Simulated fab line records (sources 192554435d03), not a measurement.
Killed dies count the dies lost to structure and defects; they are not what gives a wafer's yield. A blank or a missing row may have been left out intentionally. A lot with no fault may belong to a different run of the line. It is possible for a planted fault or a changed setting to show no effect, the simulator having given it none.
2 desks looking at one fault / flow n5_finfet / every desk sees just its own numbers, and what lay behind them comes last

THE TOOL OWNER'S DESK: litho_track-02
The tool's own readings at N5_BEOL_M1_COAT_68 (time 60 s, resist thk 12 nm): means of the sampled wafers that have a number, for each lot that ran on this tool. The brackets show how far a lot's mean lies from the usual mean; more than 4 standard deviations puts the lot out of limits, marked OUT.
Columns: A = chill_plate_temp_C at N5_BEOL_M1_COAT_68, usual 23.01 C; B = heater_power_total_W at N5_BEOL_M1_COAT_68, usual 427.5 W; C = spin_speed_rpm at N5_BEOL_M1_COAT_68, usual 1500.1 rpm
lot=L668; first seen here=day 7 00:04; A=22.93; B=427.6; C=1500.1
lot=L678; first seen here=day 8 21:34; A=22.94; B=426.0; C=1596.3 (+99 or more) OUT
lot=L679; first seen here=day 9 03:43; A=23.16; B=428.7; C=1596.6 (+99 or more) OUT
Finding of this desk: L678, L679 out of limits; the first was L678 at day 8 21:34, on spin_speed_rpm at N5_BEOL_M1_COAT_68. In limits: L668.

FROM THE METROLOGY DESK
What the gauges read, lot by lot, whatever tool the lot ran on: means of the sampled wafers that have a number. The brackets show how far a lot's mean lies from the usual mean; more than 4 standard deviations puts the lot out of limits, marked OUT. Shown here are 7 of its 10 readings, the ones lying furthest out on some lot.
Columns: A = IOFF_N at N5_BEOL_M4_RC_MEAS_101, usual 0.159 nA/um; B = ION_N at N5_BEOL_M4_RC_MEAS_101, usual 670 uA/um; C = ION_P at N5_BEOL_M4_RC_MEAS_101, usual 459 uA/um; D = SS_N at N5_BEOL_M4_RC_MEAS_101, usual 71.5 mV/dec; E = SS_P at N5_BEOL_M4_RC_MEAS_101, usual 73.2 mV/dec; F = VT_N at N5_BEOL_M4_RC_MEAS_101, usual 250 mV; G = VT_P at N5_BEOL_M4_RC_MEAS_101, usual -250 mV
lot=L668; first seen here=day 8 20:29; A=0.164; B=670; C=453; D=71.1; E=73.7; F=250; G=-252
lot=L678; first seen here=day 11 11:38; A=0.184; B=678; C=455; D=72.3; E=73.8; F=248; G=-252
lot=L679; first seen here=day 11 19:54; A=0.157; B=659; C=449; D=71.6; E=73.2; F=253; G=-253
lot=L688; first seen here=day 13 16:15; A=0.160; B=672; C=458; D=71.9; E=73.1; F=249; G=-252
Result from this desk: across the 4 lots, nothing is out of limits.

PUT TOGETHER
At day 8 21:34, on L678, L679, the tool owner's desk was in a position to raise an alarm.
Nothing out of limits was seen by the metrology desk.
The metrology desk holds a record of L678, L679, inside its limits.
All the named lots went through N5_BEOL_M1_COAT_68 on litho_track-02.

WHAT WAS PUT IN BY THE SIMULATOR
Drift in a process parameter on litho_track-02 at N5_BEOL_M1_COAT_68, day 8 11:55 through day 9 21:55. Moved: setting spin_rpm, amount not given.
Struck lots among those shown: L678, L679.
How many hours passed from the start of the fault until each desk's first out-of-limits reading: the tool owner's desk, 10.
